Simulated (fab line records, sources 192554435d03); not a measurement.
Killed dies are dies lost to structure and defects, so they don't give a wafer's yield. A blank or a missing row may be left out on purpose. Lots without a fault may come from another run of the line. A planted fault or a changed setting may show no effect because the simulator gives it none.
Split-lot experiment | flow n5_finfet | 7 lots, 21 wafers read, on a route of 1938 steps

THE SPLIT
At N5_SD_EPI_N_PEB_07 (peb time 60 s), the setting peb_temp_c was moved away from the recipe's 110 C on 6 of the 21 wafers read, by -2.3% to +2.7%. The other wafers ran this setting at the recipe's value.

FROM THE SPLIT TO THE READING: what the file shows between them, 1 step
- N5_SD_EPI_N_DEVELOP_08: develop time 30 s

THE READING
cd_nm, in nm, at N5_SD_EPI_N_CD_MEAS_09 (target cd 120 nm). Fault-free wafers of this fab line usually give 119.9 nm, standard deviation 0.74 nm.

wafer  | tool, chamber at the split | peb_temp_c as run, C | against the recipe | cd_nm, nm | against lot-mates on the recipe
L077.1 | litho_track-01, 0          | 110                  | recipe             | 118.9     | -
L077.3 | litho_track-01, 0          | 110                  | recipe             | 119.0     | -
L077.4 | litho_track-01, 0          | 108.4                | -1.5%              | 114.6     | -4.4
L081.3 | litho_track-04, 0          | 107.5                | -2.3%              | 112.7     | -6.6
L081.5 | litho_track-04, 0          | 110                  | recipe             | 119.5     | -
L081.6 | litho_track-04, 0          | 110                  | recipe             | 119.1     | -
L088.1 | litho_track-05, 0          | 108.5                | -1.4%              | 115.5     | -5.2
L088.3 | litho_track-05, 0          | 110                  | recipe             | 120.2     | -
L088.5 | litho_track-05, 0          | 110                  | recipe             | 121.1     | -
L090.1 | litho_track-05, 0          | 110                  | recipe             | 119.4     | -
L090.4 | litho_track-05, 0          | 110                  | recipe             | 120.1     | -
L090.5 | litho_track-05, 0          | 110                  | recipe             | 119.1     | -
L091.3 | litho_track-04, 0          | 111.4                | +1.3%              | 124.0     | +4.1
L091.4 | litho_track-04, 0          | 110                  | recipe             | 119.9     | -
L091.6 | litho_track-04, 0          | 111.4                | +1.3%              | 122.9     | +3.0
L095.3 | litho_track-04, 0          | 113                  | +2.7%              | 127.0     | +7.5
L095.4 | litho_track-04, 0          | 110                  | recipe             | 119.6     | -
L095.6 | litho_track-04, 0          | 110                  | recipe             | 119.5     | -
L096.1 | litho_track-05, 0          | 110                  | recipe             | 119.5     | -
L096.4 | litho_track-05, 0          | 110                  | recipe             | 121.1     | -
L096.5 | litho_track-05, 0          | 110                  | recipe             | 118.8     | -

THE FIT
A straight line over all 21 wafers: cd_nm changes by +2.95 nm for each +1% of peb_temp_c; r = +0.98; the points scatter about the line by 0.68 nm.
The same after taking each lot's own level away (the mean of its wafers on the recipe; 21 wafers): +2.91 nm for each +1%; r = +0.98; scatter 0.56 nm.
On that fit, the largest move of peb_temp_c shifts the reading by 7.9 nm.
The lots' own levels span 118.95 to 120.65 nm, that is 2.3 times the standard deviation above.
So the lot-to-lot level changes the slope little: the two slopes agree.
Check: with one of the wafers moved furthest among these (+2.7%) left out of the fit, the line predicts +8.13 nm for it against its lot-mates. It came out at +7.45 nm against them.

OTHER SPLITS ON THESE WAFERS
These wafers also went through other splits before the reading. Each is held against what the fit with the lots' levels taken away leaves over:
other split on the same wafers        | wafers away from the commonest value | r with cd_nm (lot level and that fit taken away)
N5_WELL_APT_EXPOSE_22 dose_mj         | 4                                    | -0.43
N5_FIN_SAQP_HM_DEP_03 time_s          | 5                                    | +0.12
N5_FIN_SAQP_SPACER1_ALD_24 ald_cycles | 7                                    | +0.04
N5_FIN_SAQP_ETCH_69 target_depth_a    | 6                                    | +0.11

THE WHOLE CHAIN: every reading that the file lists as answering this split, in the file's order
step                    | what it does                                                | reading                                                         | change (the file's fit)              | r (the file's)
N5_SD_EPI_N_CD_MEAS_09  | target cd 120 nm                                            | cd_nm                                                           | +2.92 nm for each +1% of the setting | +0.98
N5_SD_EPI_N_DESCUM_14   | chemistry O2, time 7.9 s                                    | SD_EPI_N.cd_nm (the simulator's own value, which no gauge read) | +2.96 nm for each +1% of the setting | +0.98
N5_SD_EPI_N_ETCHBACK_44 | etches SiNx in CH3F/O2, stops on SiO2, target depth 14.5 nm | SD_EPI_N.cd_nm (the simulator's own value, which no gauge read) | +2.88 nm for each +1% of the setting | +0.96

THE FILE'S OWN FIT
cd_nm changes by +2.92 nm for each +1% of peb_temp_c, r = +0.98.
